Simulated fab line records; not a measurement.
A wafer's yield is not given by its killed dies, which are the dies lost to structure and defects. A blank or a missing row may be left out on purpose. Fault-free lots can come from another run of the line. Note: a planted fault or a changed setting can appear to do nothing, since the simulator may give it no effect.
Which tool did it?	flow n5 finfet	Sampling: 8 lots, 24 wafers, 5 of 1938 route steps

WHAT EACH GAUGE READ, for each wafer
N5_BEOL_M4_RC_MEAS_101. Usual: DIBL_N 36.3 mV/V, standard deviation 1.2; DIBL_P 36.7 mV/V, standard deviation 1.5; IOFF_N 0.164 nA/um, standard deviation 0.02; IOFF_P 0.214 nA/um, standard deviation 0.024; ION_N 673 uA/um, standard deviation 8.5; ION_P 461 uA/um, standard deviation 5.9; SS_N 71.6 mV/dec, standard deviation 0.44; SS_P 73.3 mV/dec, standard deviation 0.55; VT_N 249.4 mV, standard deviation 2.4; VT_P -250.0 mV, standard deviation 2.3.
lot	measured	on	DIBL_N (mV/V)	DIBL_P (mV/V)	IOFF_N (nA/um)	IOFF_P (nA/um)	ION_N (uA/um)	ION_P (uA/um)	SS_N (mV/dec)	SS_P (mV/dec)	VT_N (mV)	VT_P (mV)	flag
L953	day 8 04:02	prober-02	36.6 36.5 37.0	35.3 34.2 35.8	0.157 0.150 0.172	0.211 0.201 0.227	666 667 672	463 459 464	71.3 72.1 71.7	72.8 73.1 73.0	249.4 252.6 248.8	-248.3 -251.7 -248.0	
L957	day 9 13:40	prober-01	37.4 37.9 36.1	37.3 38.3 36.5	0.179 0.193 0.152	0.263 0.274 0.238	691 672 689	480 466 474	71.8 72.1 71.8	73.7 74.0 73.6	247.9 243.3 246.9	-244.0 -242.7 -246.4	
L958	day 9 11:40	prober-01	36.4 33.3 35.5	36.7 33.2 35.5	0.144 0.112 0.134	0.225 0.173 0.205	652 676 669	459 465 464	70.8 70.8 71.2	73.0 71.9 72.8	252.7 254.2 252.9	-248.0 -249.8 -250.0	
L968	day 12 05:11	prober-02	36.0 34.2 35.2	36.7 33.7 34.7	0.159 0.129 0.141	0.232 0.190 0.192	679 669 663	466 463 457	72.1 71.5 71.1	73.3 72.7 72.7	249.3 251.4 250.4	-248.2 -248.6 -251.4	
L970	day 12 16:58	prober-01	33.7 32.4 34.8	35.5 33.5 36.5	0.131 0.114 0.151	0.181 0.160 0.200	664 662 660	458 455 454	71.2 71.1 70.9	72.7 72.2 73.3	252.4 254.5 249.7	-252.3 -253.9 -249.8	
L973	day 13 12:11	prober-01	36.0 37.5 36.9	36.4 38.9 38.2	0.163 0.194 0.180	0.219 0.256 0.244	675 671 674	461 460 465	71.3 71.9 71.4	73.2 73.7 73.9	246.9 245.0 247.3	-248.3 -248.7 -248.9	
L974	day 13 14:47	prober-02	38.4 39.1 37.7	38.8 39.1 37.5	0.186 0.205 0.175	0.236 0.240 0.207	677 685 684	466 467 463	71.4 72.2 71.6	73.5 73.5 72.5	249.3 246.7 248.6	-249.4 -248.1 -252.9	
L975	day 13 19:11	prober-02	36.3 36.1 38.6	38.1 38.3 40.1	0.159 0.160 0.200	0.214 0.214 0.258	680 672 682	465 465 469	71.2 71.2 72.3	73.8 73.3 74.7	251.0 251.5 247.2	-251.5 -250.7 -249.7	

WHICH TOOL RAN EACH LOT (tool, then ch and the chambers of the sampled wafers, then the start)
lot	N5_BEOL_M1_ETCH_74	N5_BEOL_M1_ETCH_64	N5_BEOL_M1_STRIP_66	N5_BEOL_M1_ETCH_77
L953	rie diel-06 ch 0,1, day 6 15:53	rie diel-06 ch 0,1, day 6 15:56	rie diel-06 ch 0,1, day 6 16:04	rie diel-02 ch 1,2,3, day 6 17:18
L957	rie diel-06 ch 0,2,3, day 7 06:17	rie diel-06 ch 0,2,3, day 7 06:20	rie diel-06 ch 0,2,3, day 7 06:28	rie diel-02 ch 0,1, day 7 07:10
L958	rie diel-06 ch 0,1,2, day 7 13:36	rie diel-06 ch 0,1,2, day 7 13:38	rie diel-06 ch 0,1,2, day 7 13:46	rie diel-02 ch 1,2, day 7 14:35
L968	rie diel-02 ch 0,1,3, day 10 12:01	rie diel-02 ch 0,1,3, day 10 12:03	rie diel-02 ch 0,1,3, day 10 12:11	rie diel-02 ch 0,1,3, day 10 13:31
L970	rie diel-06 ch 0,2,3, day 10 22:15	rie diel-06 ch 0,2,3, day 10 22:18	rie diel-06 ch 0,2,3, day 10 22:26	rie diel-06 ch 2,3, day 10 23:15
L973	rie diel-02 ch 2,3, day 11 13:24	rie diel-02 ch 2,3, day 11 13:26	rie diel-02 ch 2,3, day 11 13:34	rie diel-02 ch 0,1,3, day 11 14:16
L974	rie diel-05 ch 0,2,3, day 11 19:49	rie diel-05 ch 0,2,3, day 11 19:52	rie diel-05 ch 0,2,3, day 11 20:00	rie diel-05 ch 0,2,3, day 11 20:49
L975	rie diel-06 ch 0,1,3, day 11 22:12	rie diel-06 ch 0,1,3, day 11 22:14	rie diel-06 ch 0,1,3, day 11 22:22	rie diel-02 ch 1,2,3, day 11 23:11
- N5_BEOL_M1_ETCH_74: etches underlayer in N2/H2, target depth 6.5 nm, time 5.2 s.
- N5_BEOL_M1_ETCH_64: etches SOC in N2/H2, target depth 75 nm, overetch 15 nm, time 112.5 s.
- N5_BEOL_M1_STRIP_66: strips in CF4.
- N5_BEOL_M1_ETCH_77: etches underlayer in N2/H2, target depth 6.5 nm, time 5.2 s.

WHAT THE TOOLS THEMSELVES READ (means of the sampled wafers that have a number; where no wafer has one, the mark that the record gives instead)
N5_BEOL_M1_ETCH_74. Usual: value, then standard deviation, for each; drypump motor current A 5.8 A / 0.5; etch rf on time s 5.21 s / 0.095; oes product au 0.69 a.u. / 0.068; rf fwd power W 819.2 W / 2.3; rf vpp V 524.4 V / 2.6; showerhead plenum p Torr 2.56 Torr / 0.089; throttle valve pct 17.87 % / 0.24.
lot	tool	drypump motor current A (A)	etch rf on time s (s)	oes product au (a.u.)	rf fwd power W (W)	rf vpp V (V)	showerhead plenum p Torr (Torr)	throttle valve pct (%)	flag
L953	rie diel-06	5.6	5.28	0.67	819.6	523.5	2.49	17.79	
L957	rie diel-06	6.3	5.18	0.71	818.8	523.8	2.54	17.73	
L958	rie diel-06	5.9	5.22	0.68	820.4	524.3	2.52	17.76	
L968	rie diel-02	5.8	5.16	0.72	818.8	526.0	2.65	17.88	
L970	rie diel-06	6.3	5.25	0.68	817.7	524.3	2.53	17.75	
L973	rie diel-02	5.6	5.21	0.70	818.2	522.4	2.50	17.63	
L974	rie diel-05	5.6	5.14	0.72	818.1	524.3	2.57	17.88	
L975	rie diel-06	5.9	5.19	0.67	818.1	521.5	2.49	17.82	

N5_BEOL_M1_ETCH_64. Usual: drypump motor current A 5.8 A, standard deviation 0.49; oes product au 0.64 a.u., standard deviation 0.058; rf fwd power W 836.4 W, standard deviation 2.7; rf vpp V 524.2 V, standard deviation 2.6; showerhead plenum p Torr 2.56 Torr, standard deviation 0.089; throttle valve pct 17.83 %, standard deviation 0.24.
lot	tool	drypump motor current A (A)	oes product au (a.u.)	rf fwd power W (W)	rf vpp V (V)	showerhead plenum p Torr (Torr)	throttle valve pct (%)	flag
L953	rie diel-06	5.6	0.63	833.6	522.6	2.49	17.75	
L957	rie diel-06	6.2	0.66	834.3	523.6	2.54	17.69	
L958	rie diel-06	5.9	0.63	835.9	522.8	2.52	17.73	
L968	rie diel-02	5.8	0.66	840.2	527.0	2.65	17.85	
L970	rie diel-06	6.3	0.63	834.8	522.8	2.53	17.74	
L973	rie diel-02	5.6	0.65	835.3	522.0	2.50	17.59	
L974	rie diel-05	5.6	0.67	838.3	524.3	2.57	17.84	
L975	rie diel-06	5.9	0.62	837.1	522.0	2.49	17.78	

N5_BEOL_M1_STRIP_66. Usual: drypump motor current A 5.8 A, standard deviation 0.5; oes product au 0.80 a.u., standard deviation 0.072; rf vpp V 271.4 V, standard deviation 1.6; showerhead plenum p Torr 1.80 Torr, standard deviation 0.06; throttle valve pct 13.56 %, standard deviation 0.23.
lot	tool	drypump motor current A (A)	oes product au (a.u.)	rf vpp V (V)	showerhead plenum p Torr (Torr)	throttle valve pct (%)	flag
L953	rie diel-06	5.6	0.78	269.9	1.76	13.45	
L957	rie diel-06	6.3	0.82	270.9	1.79	13.47	
L958	rie diel-06	5.9	0.79	271.3	1.78	13.50	
L968	rie diel-02	5.8	0.83	272.8	1.86	13.54	
L970	rie diel-06	6.3	0.80	271.0	1.78	13.53	
L973	rie diel-02	5.6	0.82	269.6	1.77	13.39	
L974	rie diel-05	5.6	0.83	272.4	1.82	13.51	
L975	rie diel-06	5.9	0.78	270.2	1.76	13.50	

N5_BEOL_M1_ETCH_77. Usual: value, then standard deviation, for each; drypump motor current A 5.8 A / 0.52; etch rf on time s 5.23 s / 0.09; oes product au 0.68 a.u. / 0.072; rf fwd power W 820.0 W / 2.6; rf vpp V 524.3 V / 2.9; showerhead plenum p Torr 2.56 Torr / 0.095; throttle valve pct 17.90 % / 0.23.
lot	tool	drypump motor current A (A)	etch rf on time s (s)	oes product au (a.u.)	rf fwd power W (W)	rf vpp V (V)	showerhead plenum p Torr (Torr)	throttle valve pct (%)	flag
L953	rie diel-02	5.8	5.37	0.64	820.1	524.1	2.58	17.85	
L957	rie diel-02	5.2	4.32	0.85	1019.8	491.2	2.70	18.03	OFF
L958	rie diel-02	5.3	4.49	0.73	1022.1	488.2	2.53	17.82	OFF
L968	rie diel-02	5.8	5.19	0.72	817.3	527.3	2.65	17.89	
L970	rie diel-06	6.6	5.23	0.67	817.5	522.6	2.49	17.85	
L973	rie diel-02	5.8	5.18	0.71	818.7	526.0	2.64	17.89	
L974	rie diel-05	5.6	5.18	0.72	819.1	525.8	2.57	17.87	
L975	rie diel-02	5.7	5.18	0.69	819.6	524.3	2.56	17.78	

THE ANSWER, worked out from the rows above alone
Rule: lot off if the mean of its wafers having a number is beyond 3 standard deviations from the usual mean. A lot without any number at a reading at which 4 lots or more have one is off too. The other lots that the step has rows for count as sound. First the gauges in route order, then the tools' own readings, where a lot's mean is used as printed above. The first step at which some lot is off is used, and at that step the reading that is off furthest; a lot without a number counts as furthest.
Off, at N5_BEOL_M1_ETCH_77 on rf fwd power W: L957, L958.
If a tool, at that step or one of the process steps before it, ran each lot that is off and ran no sound lot following the first of them, it fits. No candidate that was tried fits.

WHAT THE SIMULATOR HAD INSERTED
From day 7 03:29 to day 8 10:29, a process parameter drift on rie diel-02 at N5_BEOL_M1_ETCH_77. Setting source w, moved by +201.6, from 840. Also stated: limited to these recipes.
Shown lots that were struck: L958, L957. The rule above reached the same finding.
